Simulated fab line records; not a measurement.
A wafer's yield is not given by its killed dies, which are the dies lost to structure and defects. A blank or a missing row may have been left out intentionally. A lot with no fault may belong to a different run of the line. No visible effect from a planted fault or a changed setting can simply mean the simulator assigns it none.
fab line records	flow n5Finfet
record: lots: 6	wafers: 18	lastDay: 18
route steps=1938 shown ILD0@336 SDB@347 BEOL_M4@1111 PASSIVATION@1936
lots that met no fault: taken from a fault-free run of the same line
startH: hours from the record's opening day to when the first of the lot's shown wafers began	waitH: time in hours since the lot's previous step	" the same as in the row above	L1.1+2: a single row standing in for several wafers	- value missing, or start not given	* or withheld: withheld	< > ~ a bound
route shown NAME@n: NAME is a module with steps in the file, n the number in the route of the first one	usual: average and standard deviation across the fault-free wafers	same: alike in all rows	chamber/n: place in a boat	sites: each site's reading	_std_site: standard deviation across them	_edge_site: outer sites' mean less inner sites'	radiusMm: how far each site lies from the wafer's centre	mask NAME#n: copy n	behind: the last tool/chamber to shape the wafer	hold: cause of the lot's hold/its duration in hours/its outcome	device: transistor that didn't switch, given as n, p or np	end of line: the same wafers' tests at the end of the route	step lacking rows: just its recipe	killed: at the first sort, the dies lost to defects and structure; wafer yield is something else	map: dies across one wafer; x = killed, . = not, _ = none there
set.NAME: the setting that was run; set.NAME@STEP: the one run at that earlier step	model.NAME: the simulator's own value behind a step, which no gauge read
a table for each step, a row for each wafer; lots at some steps of the route
services: the hour from which a tool's chamber was out of use, counted from the record's first day as startH (under 0 if before that day), plus the number of hours and why
== steps ==
step: N5_ILD0_FCVD_FILL_01
recipe: material: SiO2_flowable	targetThkA: 2000	tempC: 100	pressureTorr: 0.8	rfW: 2000	timeS: 328.3
step: N5_ILD0_CURE_02
recipe: tempC: 450	timeS: 1800	ambient: steam	idleTempC: 400	rampUpCPerMin: 5	rampDownCPerMin: 3	densificationPH2oTorr: 640
step: N5_ILD0_CMP_03
recipe: stopOn: SiNx	tOverpolishS: 1.9	postCmpClean: alkalineBrush	downForcePsi: 4.1491	platenRpm: 51.796	padVelocityMS: 1.0306	targetThkNm: 197.38
usual: motorCurrentA: 12.1/1.1	overpolishRunS: 1.900/0.0086	timeToEndpointS: 67.2/3
lot.wafer	tool	chamber	startH	waitH	motorCurrentA	overpolishRunS	timeToEndpointS
L520.3	cmp-01	2	75.38	0.1	12.0	1.901	71.9
L520.6	"	3	"	"	15.1	1.887	71.7
L520.5	"	0	"	"	11.4	1.901	71.2
L529.4	cmp-01	3	128.42	0.0	13.7	1.882	68.6
L529.1	"	0	"	"	11.8	1.917	66.7
L529.2	"	2	"	"	12.0	1.894	70.4
L535.1	cmp-02	0	157.50	0.1	13.6	1.898	69.9
L535.6	"	3	"	"	13.3	1.913	69.7
L535.5	"	0	"	"	13.3	1.897	64.3
L536.3	cmp-04	1	163.19	0.1	10.3	1.890	62.8
L536.1	"	2	"	"	12.7	1.908	62.1
L536.2	"	3	"	"	11.1	1.911	62.9
L539.3	cmp-01	3	184.59	0.0	14.3	1.899	64.6
L539.1	"	2	"	"	11.7	1.891	63.7
L539.6	"	3	"	"	14.1	1.905	67.0
L540.4	cmp-02	1	189.93	0.1	10.6	1.900	71.4
L540.1	"	2	"	"	12.7	1.896	66.5
L540.5	"	1	"	"	10.8	1.908	68.8
step: N5_ILD0_THK_MEAS_04
usual: thkNm: 197.1/1
lot.wafer	tool	chamber	startH	waitH	thkNm
L520.3	filmMetro-01	-	75.57	-	198.6
L520.5	"	-	"	"	197.8
L520.6	"	-	"	"	197.3
L529.1	filmMetro-01	-	128.71	-	195.7
L529.2	"	-	"	"	196.4
L529.4	"	-	"	"	196.3
L535.1	filmMetro-01	-	157.76	-	198.2
L535.5	"	-	"	"	198.3
L535.6	"	-	"	"	199.2
L536.1	filmMetro-01	-	163.44	-	195.1
L536.2	"	-	"	"	194.8
L536.3	"	-	"	"	197.2
L539.1	filmMetro-02	-	184.88	-	197.8
L539.3	"	-	"	"	197.0
L539.6	"	-	"	"	196.9
L540.1	filmMetro-02	-	190.18	-	199.6
L540.4	"	-	"	"	198.6
L540.5	"	-	"	"	197.8
step: N5_ILD0_CMP_07
recipe: stopOn: poly-Si	material: SiO2_flowable	tOverpolishS: 1.18	postCmpClean: alkalineBrush	downForcePsi: 4.1491	platenRpm: 51.796	padVelocityMS: 1.0306	targetThkNm: 138.88
usual: motorCurrentA: 11.8/1
lot.wafer	tool	chamber	startH	waitH	motorCurrentA
L520.3	cmp-04	0	75.71	0.1	11.8
L520.6	"	1	"	"	10.4
L520.5	"	2	"	"	12.3
L529.1	cmp-01	1	128.74	0.0	10.6
L529.2	"	2	"	"	12.7
L529.4	"	3	"	"	13.0
L535.1	cmp-04	0	157.90	0.1	11.5
L535.6	"	1	"	"	11.0
L535.5	"	2	"	"	12.3
L536.1	cmp-02	1	163.47	0.0	10.7
L536.3	"	2	"	"	13.0
L536.2	"	0	"	"	12.5
L539.3	cmp-04	2	184.95	0.1	13.0
L539.1	"	3	"	"	11.9
L539.6	"	2	"	"	12.3
L540.1	cmp-04	1	190.21	0.0	10.3
L540.4	"	2	"	"	12.9
L540.5	"	2	"	"	11.9
step: N5_ILD0_THK_MEAS_08
usual: thkNm: 138.8/0.87
lot.wafer	tool	chamber	startH	waitH	thkNm
L520.3	filmMetro-01	-	75.89	-	139.6
L520.5	"	-	"	"	140.0
L520.6	"	-	"	"	138.7
L529.1	filmMetro-02	-	129.04	-	138.5
L529.2	"	-	"	"	139.0
L529.4	"	-	"	"	140.1
L535.1	filmMetro-01	-	158.08	-	138.9
L535.5	"	-	"	"	138.2
L535.6	"	-	"	"	137.6
L536.1	filmMetro-02	-	163.76	-	139.3
L536.2	"	-	"	"	140.5
L536.3	"	-	"	"	139.2
L539.1	filmMetro-01	-	185.21	-	138.8
L539.3	"	-	"	"	138.2
L539.6	"	-	"	"	138.4
L540.1	filmMetro-02	-	190.51	-	138.6
L540.4	"	-	"	"	138.9
L540.5	"	-	"	"	137.9
step: N5_ILD0_PRECLEAN_10
recipe: chemistry: NF3:NH3	afsCycles: 5	timeS: 20	tempC: 30	sublimationTempC: 180	sublimationTimeS: 60	pressureTorr: 3	rfPowerW: 30
step: N5_ILD0_ALD_15
recipe: material: SiNx	targetThkA: 240	tempC: 400	aldPrecursorFamily: SiH2I2	aldCoReactant: N2/H2-plasma	pulseTimeS: 1	aldCycles: 480	purgeTimeS: 2	coReactantPurgeTimeS: 2	pressureTorr: 2
usual: heaterPowerOuterW: 493/55	heaterPowerW: 822/59	precursorPulseHeightRel: 1.001/0.021
same: coReactantPurgeTimeS: 2
lot.wafer	tool	chamber	startH	waitH	heaterPowerOuterW	heaterPowerW	precursorPulseHeightRel
L520.3	aldSin-04	3	76.61	0.4	545	892	1.017
L520.5	"	2	77.69	1.2	439	779	0.976
L520.6	"	1	"	"	448	793	0.973
L529.1	aldSin-04	0	129.75	0.6	506	822	0.975
L529.2	"	1	"	"	454	779	1.009
L529.4	"	3	130.84	1.3	536	867	1.011
L535.1	aldSin-03	1	158.80	0.6	541	816	0.998
L535.5	"	0	159.88	1.2	509	865	1.021
L535.6	"	3	"	"	410	742	0.992
L536.1	aldSin-02	1	164.48	0.6	428	746	0.984
L536.2	"	0	"	"	551	795	0.965
L536.3	"	3	"	"	589	955	1.029
L539.1	aldSin-03	2	185.93	0.6	437	773	0.985
L539.3	"	0	"	"	509	885	1.009
L539.6	"	0	187.01	1.1	501	861	1.011
L540.1	aldSin-04	3	191.23	0.6	547	883	1.000
L540.4	"	2	"	"	431	775	0.995
L540.5	"	1	192.31	1.2	439	810	1.027
step: N5_ILD0_CMP_12
recipe: stopOn: poly-Si	material: SiNx	tOverpolishS: 6	postCmpClean: alkalineBrush	downForcePsi: 2.5	platenRpm: 51.8	padVelocityMS: 1.0307	targetThkNm: 17.67
usual: motorCurrentA: 8.8/0.71	overpolishRunS: 6.000/0.0097	timeToEndpointS: 28.5/2.2
lot.wafer	tool	chamber	startH	waitH	motorCurrentA	overpolishRunS	timeToEndpointS
L520.3	cmp-04	0	78.88	1.2	8.5	6.001	32.4
L520.6	"	2	"	"	8.8	5.995	31.8
L520.5	"	3	"	"	8.3	5.988	31.0
L529.1	cmp-01	0	131.95	1.1	8.8	5.995	30.8
L529.4	"	1	"	"	7.7	5.988	30.4
L529.2	"	3	"	"	10.2	5.993	29.4
L535.1	cmp-01	0	161.08	1.2	8.6	6.005	21.5
L535.5	"	2	"	"	8.4	6.000	25.6
L535.6	"	3	"	"	10.1	5.998	26.4
L536.2	cmp-01	2	166.68	1.1	9.0	5.995	25.4
L536.3	"	3	"	"	10.4	5.998	26.8
L536.1	"	1	"	"	7.9	6.019	26.9
L539.1	cmp-02	0	188.16	1.2	9.8	6.005	30.9
L539.3	"	1	"	"	7.8	5.996	29.3
L539.6	"	3	"	"	9.3	6.013	28.8
L540.4	cmp-04	3	193.46	1.2	8.5	6.011	31.2
L540.1	"	0	"	"	8.7	5.987	32.4
L540.5	"	3	"	"	8.7	5.990	28.5
step: N5_ILD0_THK_MEAS_13
usual: thkNm: 17.7/0.9
lot.wafer	tool	chamber	startH	waitH	thkNm
L520.3	filmMetro-02	-	79.10	-	19.6
L520.5	"	-	"	"	19.0
L520.6	"	-	"	"	19.0
L529.1	filmMetro-02	-	132.25	-	16.8
L529.2	"	-	"	"	17.7
L529.4	"	-	"	"	18.4
L535.1	filmMetro-02	-	161.30	-	16.3
L535.5	"	-	"	"	17.2
L535.6	"	-	"	"	17.4
L536.1	filmMetro-01	-	166.98	-	17.2
L536.2	"	-	"	"	16.6
L536.3	"	-	"	"	17.3
L539.1	filmMetro-02	-	188.42	-	19.3
L539.3	"	-	"	"	19.0
L539.6	"	-	"	"	19.4
L540.1	filmMetro-01	-	193.72	-	18.2
L540.4	"	-	"	"	17.2
L540.5	"	-	"	"	17.1
step: N5_ILD0_INSPECT_06
recipe: inspectInstrument: darkfield	mode: postCmp
usual: rawDefectCount: 40/18
lot.wafer	tool	chamber	startH	waitH	rawDefectCount
L520.3	defectInspect-01	-	79.13	0.0	58
L520.5	"	-	"	"	39
L520.6	"	-	"	"	34
L529.1	defectInspect-02	-	132.27	0.0	23
L529.2	"	-	"	"	21
L529.4	"	-	"	"	34
L535.1	defectInspect-02	-	161.32	0.0	28
L535.5	"	-	"	"	21
L535.6	"	-	"	"	21
L536.1	defectInspect-02	-	167.00	0.0	34
L536.2	"	-	"	"	35
L536.3	"	-	"	"	33
L539.1	defectInspect-02	-	188.45	0.0	56
L539.3	"	-	"	"	59
L539.6	"	-	"	"	69
L540.1	defectInspect-02	-	193.75	0.0	24
L540.4	"	-	"	"	23
L540.5	"	-	"	"	18
step: N5_SDB_HM_DEP_00
recipe: material: SiNx	targetThkA: 400	tempC: 400	precursor: SiH4/NH3/N2	pressureTorr: 1.5	rfW: 300	timeS: 35.3
usual: heaterPowerOuterW: 440/78	heaterPowerW: 745/110	showerheadPlenumPTorr: 5.11/0.063	throttleValvePct: 38.7/2
lot.wafer	tool	chamber	startH	waitH	heaterPowerOuterW	heaterPowerW	showerheadPlenumPTorr	throttleValvePct
L520.3	pecvd-01	1	79.17	0.0	484	764	5.07	40.7
L520.5	"	2	"	"	476	771	5.13	35.3
L520.6	"	0	"	"	506	855	5.17	38.1
L529.1	pecvd-01	2	132.31	0.0	417	704	5.16	35.2
L529.2	"	1	"	"	427	725	5.08	40.7
L529.4	"	2	"	"	432	703	5.15	35.4
L535.1	pecvd-01	0	161.36	0.0	561	924	5.16	38.4
L535.5	"	1	"	"	485	781	5.07	41.1
L535.6	"	0	"	"	547	931	5.17	38.5
L536.1	pecvd-03	2	167.04	0.0	439	790	5.00	37.5
L536.2	"	1	"	"	419	747	5.15	38.7
L536.3	"	0	"	"	242	468	5.10	38.6
L539.1	pecvd-03	0	188.48	0.0	333	580	5.12	38.3
L539.3	"	2	"	"	475	825	4.99	37.4
L539.6	"	1	"	"	475	813	5.16	38.4
L540.1	pecvd-01	1	193.78	0.0	460	720	5.07	40.7
L540.4	"	0	"	"	589	936	5.15	38.8
L540.5	"	2	"	"	427	688	5.14	35.2
step: N5_SDB_COAT_03
recipe: resist: SOC	tempC: 250	timeS: 60	spinRpm: 1500	resistThkNm: 100
usual: heaterPowerTotalW: 500.5/1.7	plateTempC: 249.96/0.18	spinSpeedRpm: 1499.8/0.87
lot.wafer	tool	chamber	startH	waitH	heaterPowerTotalW	plateTempC	spinSpeedRpm
L520.3	lithoTrack-03	0	79.25	0.1	503.0	249.82	1500.7
L520.5	"	0	"	"	498.8	249.98	1500.5
L520.6	"	0	"	"	502.7	249.98	1500.9
L529.1	lithoTrack-01	0	132.42	0.1	501.3	250.04	1499.4
L529.2	"	0	"	"	501.8	250.05	1500.7
L529.4	"	0	"	"	499.3	250.01	1500.3
L535.1	lithoTrack-03	0	161.44	0.1	477.3	240.43	1499.8
L535.5	"	0	"	"	475.1	240.23	1499.2
L535.6	"	0	"	"	475.3	240.40	1499.5
L536.1	lithoTrack-03	0	167.12	0.1	477.9	240.14	1500.5
L536.2	"	0	"	"	476.9	239.96	1500.2
L536.3	"	0	"	"	478.1	240.22	1499.8
L539.1	lithoTrack-01	0	188.56	0.1	500.2	249.86	1500.4
L539.3	"	0	"	"	497.9	249.95	1500.6
L539.6	"	0	"	"	500.8	249.90	1499.3
L540.1	lithoTrack-05	0	193.86	0.1	497.8	250.27	1500.1
L540.4	"	0	"	"	499.9	249.91	1500.7
L540.5	"	0	"	"	497.6	249.75	1499.0
step: N5_SDB_COAT_04
recipe: resist: SiARC	tempC: 220	timeS: 60	spinRpm: 1500	resistThkNm: 18
step: N5_BEOL_M4_RC_MEAS_101
usual: DIBL_N: 36.1/1.4	DIBL_P: 36.3/1.4	IOFF_N: 0.154/0.021	IOFF_P: 0.21/0.032	ION_N: 670/8.1	ION_P: 461/7	SS_N: 71.4/0.49	SS_P: 73.3/0.5	VT_N: 250.4/2.6	VT_P: -250/3.7
lot.wafer	tool	chamber	startH	waitH	DIBL_N[mV/V]	DIBL_P[mV/V]	IOFF_N[nA/um]	IOFF_P[nA/um]	ION_N[uA/um]	ION_P[uA/um]	SS_N[mV/dec]	SS_P[mV/dec]	VT_N[mV]	VT_P[mV]
L520.3	prober-02	0	201.59	0.3	36.8	34.8	0.139	0.17	660	450	70.9	72.8	251.4	-253
L520.5	"	0	"	"	36.6	36.0	0.144	0.18	670	452	70.6	73.3	247.8	-254
L520.6	"	0	"	"	36.4	34.8	0.138	0.18	667	453	71.3	73.0	250.0	-252
L529.1	prober-01	0	255.02	0.0	39.2	38.6	0.200	0.25	673	464	71.5	74.7	248.4	-251
L529.2	"	0	"	"	37.9	37.2	0.172	0.21	673	460	71.6	73.7	249.3	-252
L529.4	"	0	"	"	37.1	35.8	0.155	0.21	664	459	71.9	73.1	250.6	-252
L536.1	prober-01	0	281.35	0.0	36.0	35.5	0.157	0.19	676	455	71.1	73.8	248.9	-253
L536.2	"	0	"	"	37.2	37.1	0.190	0.23	683	464	72.2	74.5	247.3	-248
L536.3	"	0	"	"	35.4	34.4	0.152	0.18	666	457	70.7	73.3	249.6	-253
L535.1	prober-01	0	303.57	0.0	35.8	36.8	0.168	0.20	666	454	71.9	73.1	248.7	-249
L535.5	"	0	"	"	36.1	36.6	0.168	0.21	661	456	72.3	73.3	247.7	-252
L535.6	"	0	"	"	35.7	37.3	0.159	0.21	670	456	71.0	73.5	247.4	-249
L540.1	prober-02	0	312.47	0.0	35.7	36.3	0.154	0.21	672	467	71.7	72.7	251.6	-248
L540.4	"	0	"	"	34.9	36.1	0.146	0.20	678	471	71.2	73.2	250.6	-249
L540.5	"	0	"	"	36.1	37.8	0.171	0.24	685	475	71.2	73.3	248.3	-247
L539.1	prober-02	0	328.49	0.0	37.6	38.3	0.176	0.23	681	467	71.0	72.7	247.9	-252
L539.3	"	0	"	"	36.5	37.9	0.148	0.21	658	458	71.2	73.0	250.4	-252
L539.6	"	0	"	"	38.3	39.2	0.179	0.23	675	460	72.0	73.4	248.7	-250
step: N5_PASSIVATION_PROBE_49
usual: defectLimitedYield: 91.0/1.6	killed_at_M0_to_M3: 35/11	killed_at_M4_up: 14/5.1	killedAtContacts: 12/6.6	killedAtFrontEnd: 41/12	killedAtOther: 4/3	killedDies: 107/19	killedOpen: 70/15	killedShort: 35/8.5	sort_bin_5_function: 5.3/1	sort_bin_6_memory: 3.4/0.73	sortNPass: 1073/19	sortYieldPct: 91.0/1.6
same: grossDies: 1180	killedAtBackSide: 0	sort_bin_4_leakage[%]: 0	sort_bin_8_speed[%]: 0
lot.wafer	tool	chamber	startH	waitH	defectLimitedYield[%]	killed_at_M0_to_M3	killed_at_M4_up	killedAtContacts	killedAtFrontEnd	killedAtOther	killedDies	killedOpen	killedShort	sort_bin_5_function[%]	sort_bin_6_memory[%]	sortNPass	sortYieldPct[%]
L520.3	prober-01	-	317.78	0.1	88.5	47	23	13	51	2	136	95	37	7.5	4.0	1044	88.5
L520.5	prober-01	-	317.88	0.2	91.1	38	25	13	28	1	105	72	30	5.0	3.5	1075	91.1
L520.6	prober-01	-	317.93	0.3	87.6	50	20	12	57	7	146	97	48	7.6	4.4	1034	87.6
L536.1	prober-02	-	388.91	0.0	93.8	25	18	3	25	2	73	53	19	3.4	2.7	1107	93.8
L536.2	prober-02	-	388.96	0.1	90.8	46	9	7	45	1	108	70	38	5.3	3.7	1072	90.8
L536.3	prober-02	-	389.01	0.1	91.7	45	17	3	32	1	98	64	32	4.9	3.1	1082	91.7
L535.1	prober-01	-	413.80	0.0	92.5	42	11	10	24	1	88	53	34	4.6	2.5	1092	92.5
L535.5	prober-01	-	414.00	0.2	90.1	49	17	15	35	1	117	82	33	6.4	3.2	1063	90.1
L535.6	prober-01	-	414.05	0.3	92.1	37	16	13	26	1	93	59	32	4.1	3.4	1087	92.1
killed by level:class
L520.3 FIN_SAQP:geometricParticle:open=20 BEOL_M3:geometricParticle:open=13 BEOL_M0_SAQP:geometricParticle:short=10 BEOL_M0_SAQP:geometricParticle:open=9 BEOL_M4:geometricParticle:open=9 BEOL_M2:geometricParticle:open=8 STI_FIN_REVEAL:geometricParticle:open=7 MOL_CONTACT_COAG:geometricParticle:open=7
L520.5 BEOL_M4:geometricParticle:open=13 BEOL_M2:geometricParticle:open=10 MOL_CONTACT_COAG:geometricParticle:open=9 FIN_SAQP:geometricParticle:short=7 BEOL_M0_SAQP:geometricParticle:short=7 BEOL_M0_SAQP:geometricParticle:open=6 BEOL_M1:geometricParticle:open=6 FIN_SAQP:geometricParticle:open=5
L520.6 BEOL_M3:geometricParticle:open=16 FIN_SAQP:geometricParticle:open=14 BEOL_M0_SAQP:geometricParticle:short=12 MOL_CONTACT_COAG:geometricParticle:open=10 BEOL_M0_SAQP:geometricParticle:open=10 STI_FIN_REVEAL:geometricParticle:open=9 BEOL_M4:geometricParticle:open=9 GATE_CUT:geometricParticle:short=8
L536.1 BEOL_M4:geometricParticle:open=10 BEOL_M0_SAQP:geometricParticle:open=8 FIN_SAQP:geometricParticle:open=6 STI_FIN_REVEAL:geometricParticle:open=6 BEOL_M0_SAQP:geometricParticle:short=6 DUMMY_GATE:geometricParticle:open=3 MOL_CONTACT_COAG:geometricParticle:open=3 BEOL_M1:geometricParticle:open=3
L536.2 BEOL_M0_SAQP:geometricParticle:short=18 BEOL_M0_SAQP:geometricParticle:open=15 STI_FIN_REVEAL:geometricParticle:open=14 DUMMY_GATE:geometricParticle:open=9 FIN_SAQP:geometricParticle:short=6 FIN_SAQP:geometricParticle:open=5 MOL_CONTACT_COAG:geometricParticle:open=5 BEOL_M2:geometricParticle:open=5
L536.3 BEOL_M0_SAQP:geometricParticle:open=13 BEOL_M2:geometricParticle:open=12 FIN_SAQP:geometricParticle:open=7 FIN_SAQP:geometricParticle:short=6 BEOL_M0_SAQP:geometricParticle:short=6 BEOL_M5:geometricParticle:open=6 BEOL_M1:geometricParticle:open=5 BEOL_M3:geometricParticle:open=4
L535.1 BEOL_M0_SAQP:geometricParticle:short=12 BEOL_M2:geometricParticle:open=9 MOL_CONTACT_COAG:geometricParticle:open=8 BEOL_M0_SAQP:geometricParticle:open=7 FIN_SAQP:geometricParticle:short=4 STI_FIN_REVEAL:geometricParticle:open=4 BEOL_M0:geometricParticle:open=4 DUMMY_GATE:geometricParticle:open=3
L535.5 MOL_CONTACT_COAG:geometricParticle:open=14 BEOL_M0_SAQP:geometricParticle:open=12 BEOL_M2:geometricParticle:open=12 STI_FIN_REVEAL:geometricParticle:open=9 BEOL_M4:geometricParticle:open=7 BEOL_M5:geometricParticle:open=6 BEOL_M1:geometricParticle:short=6 BEOL_M0:geometricParticle:open=5
L535.6 MOL_CONTACT_COAG:geometricParticle:open=11 STI_FIN_REVEAL:geometricParticle:open=10 BEOL_M0_SAQP:geometricParticle:short=8 BEOL_M2:geometricParticle:open=8 BEOL_M3:geometricParticle:short=8 BEOL_M4:geometricParticle:open=7 BEOL_M3:geometricParticle:open=5 FIN_SAQP:geometricParticle:short=3
== services ==
tool	chamber	startH	hours	kind
cmp-02	-	53.00	-	consumableReplace:conditioner
cmp-02	-	53.00	-	consumableReplace:pad
aldSin-04	3	63.33	9.2	repair
cmp-02	-	64.80	17.5	pm
pecvd-01	1	67.67	2.1	scheduledDown
pecvd-03	0	70.13	11.2	repair
aldSin-03	-	86.61	14.0	pm
aldSin-03	0	86.61	14.0	ventCycle
aldSin-03	1	86.61	14.0	ventCycle
aldSin-03	2	86.61	14.0	ventCycle
aldSin-03	3	86.61	14.0	ventCycle
cmp-02	-	89.70	3.3	repair
cmp-02	-	96.53	2.2	repair
pecvd-03	-	118.25	1.2	repair
cmp-04	-	118.96	4.0	pm
pecvd-01	2	122.38	2.1	scheduledDown
cmp-04	-	122.96	-	consumableReplace:conditioner
cmp-04	-	122.96	-	consumableReplace:pad
pecvd-01	0	127.96	5.0	scheduledDown
cmp-04	-	139.55	0.9	repair
lithoTrack-03	-	150.30	-	consumableReplace:filter
pecvd-03	2	151.25	2.4	repair
cmp-01	-	153.64	1.2	repair
cmp-02	-	184.42	2.6	repair
== key ==
firstSign: step: N5_SDB_COAT_03	reading: plateTempC	direction: down	sigmas: 54	usual: *	struck: *
effect: step: N5_SDB_COAT_03	reading: heaterPowerTotalW	direction: down	sigmas: 14	usual: *	struck: *
metAt N5_SDB_COAT_03
struckWafers L535.1,L535.5,L535.6,L536.1,L536.2,L536.3
onsetBetween 79.25 161.44
fault: kind: processParameterDrift	tool: lithoTrack-03	chamber: -	onsetH: 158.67	steps: N5_SDB_COAT_03	channel: tempC	offset: *	shape: step	endH: 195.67	actsIn: *	stated: *
